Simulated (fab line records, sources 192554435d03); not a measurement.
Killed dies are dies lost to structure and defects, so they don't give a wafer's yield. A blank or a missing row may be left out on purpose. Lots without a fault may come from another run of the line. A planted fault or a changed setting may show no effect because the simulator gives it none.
Split-lot experiment | flow n5_finfet | 7 lots, 21 wafers read, on a route of 1938 steps

THE SPLIT
At N5_BEOL_M14_PEB_26 (peb time 90 s), the setting peb_temp_c was moved away from the recipe's 130 C on 11 of the 21 wafers read, by -2.8% to +2.2%. The other wafers ran this setting at the recipe's value.

FROM THE SPLIT TO THE READING: what the file shows between them, 2 steps
- N5_BEOL_M14_DEVELOP_27: develop time 45 s
- N5_BEOL_M14_HARDBAKE_32: time 120 s

THE READING
cd_nm, in nm, at N5_BEOL_M14_CD_MEAS_28 (target cd 284.4 nm). Fault-free wafers of this fab line usually give 284.3 nm, standard deviation 1.4 nm.

wafer  | tool, chamber at the split | peb_temp_c as run, C | against the recipe | cd_nm, nm | against lot-mates on the recipe
L079.1 | litho_track-04, 0          | 130                  | recipe             | 286.4     | -
L079.2 | litho_track-04, 0          | 130                  | recipe             | 286.7     | -
L079.3 | litho_track-04, 0          | 126.4                | -2.8%              | 266.9     | -19.6
L078.3 | litho_track-04, 0          | 130                  | recipe             | 287.5     | -
L078.5 | litho_track-04, 0          | 130                  | recipe             | 285.7     | -
L078.6 | litho_track-04, 0          | 130                  | recipe             | 286.3     | -
L084.2 | litho_track-02, 0          | 130                  | recipe             | 283.6     | -
L084.3 | litho_track-02, 0          | 131.9                | +1.5%              | 292.4     | +8.3
L084.4 | litho_track-02, 0          | 130                  | recipe             | 284.6     | -
L086.1 | litho_track-04, 0          | 132.9                | +2.2%              | 295.4     | +8.0
L086.5 | litho_track-04, 0          | 132.9                | +2.2%              | 297.7     | +10.3
L086.6 | litho_track-04, 0          | 130                  | recipe             | 287.4     | -
L089.2 | litho_track-01, 0          | 127.6                | -1.8%              | 269.7     | -14.1
L089.5 | litho_track-01, 0          | 127.6                | -1.8%              | 269.7     | -14.1
L089.6 | litho_track-01, 0          | 130                  | recipe             | 283.8     | -
L092.2 | litho_track-01, 0          | 128.4                | -1.2%              | 278.6     | no lot-mate on the recipe
L092.3 | litho_track-01, 0          | 128.4                | -1.2%              | 276.3     | no lot-mate on the recipe
L092.6 | litho_track-01, 0          | 128.4                | -1.2%              | 276.0     | no lot-mate on the recipe
L094.2 | litho_track-04, 0          | 131.3                | +1.0%              | 292.5     | +6.3
L094.5 | litho_track-04, 0          | 130                  | recipe             | 286.2     | -
L094.6 | litho_track-04, 0          | 131.3                | +1.0%              | 292.9     | +6.7

THE FIT
A straight line over all 21 wafers: cd_nm changes by +6.45 nm for each +1% of peb_temp_c; r = +0.97; the points scatter about the line by 2 nm.
The same after taking each lot's own level away (the mean of its wafers on the recipe; 18 wafers): +6.08 nm for each +1%; r = +0.98; scatter 1.8 nm.
On that fit, the largest move of peb_temp_c shifts the reading by 17 nm.
The lots' own levels span 283.80 to 287.40 nm, that is 2.6 times the standard deviation above.
So the lot-to-lot level changes the slope little: the two slopes agree.
Check: with one of the wafers moved furthest among these (-2.8%) left out of the fit, the line predicts -16.8 nm for it against its lot-mates. It came out at -19.6 nm against them.

OTHER SPLITS ON THESE WAFERS
These wafers also went through other splits before the reading. Each is held against what the fit with the lots' levels taken away leaves over:
other split on the same wafers | wafers away from the commonest value | r with cd_nm (lot level and that fit taken away)
N5_BEOL_M12_SPUTTER_44 time_s  | 2                                    | -0.11
N5_BEOL_M13_EXPOSE_07 dose_mj  | 8                                    | -0.05
N5_BEOL_M13_ETCH_59 time_s     | 6                                    | -0.22
N5_BEOL_M14_COAT_22 spin_rpm   | 6                                    | +0.21

THE WHOLE CHAIN: every reading that the file lists as answering this split, in the file's order
step                   | what it does                                           | reading                                                         | change (the file's fit)              | r (the file's)
N5_BEOL_M14_CD_MEAS_28 | target cd 284.4 nm                                     | cd_nm                                                           | +6.23 nm for each +1% of the setting | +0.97
N5_BEOL_M14_DESCUM_33  | chemistry O2, time 7.9 s                               | BEOL_M14.cd_nm (the simulator's own value, which no gauge read) | +6.29 nm for each +1% of the setting | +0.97
N5_BEOL_M14_ETCH_67    | etches SiARC in CF4, target depth 143 nm, time 238.3 s | BEOL_M14.cd_nm (the simulator's own value, which no gauge read) | +6.36 nm for each +1% of the setting | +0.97
N5_BEOL_M14_ETCH_68    | etches SOC in N2/H2, time 450 s                        | BEOL_M14.cd_nm (the simulator's own value, which no gauge read) | +6.77 nm for each +1% of the setting | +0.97

THE FILE'S OWN FIT
cd_nm changes by +6.23 nm for each +1% of peb_temp_c, r = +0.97.
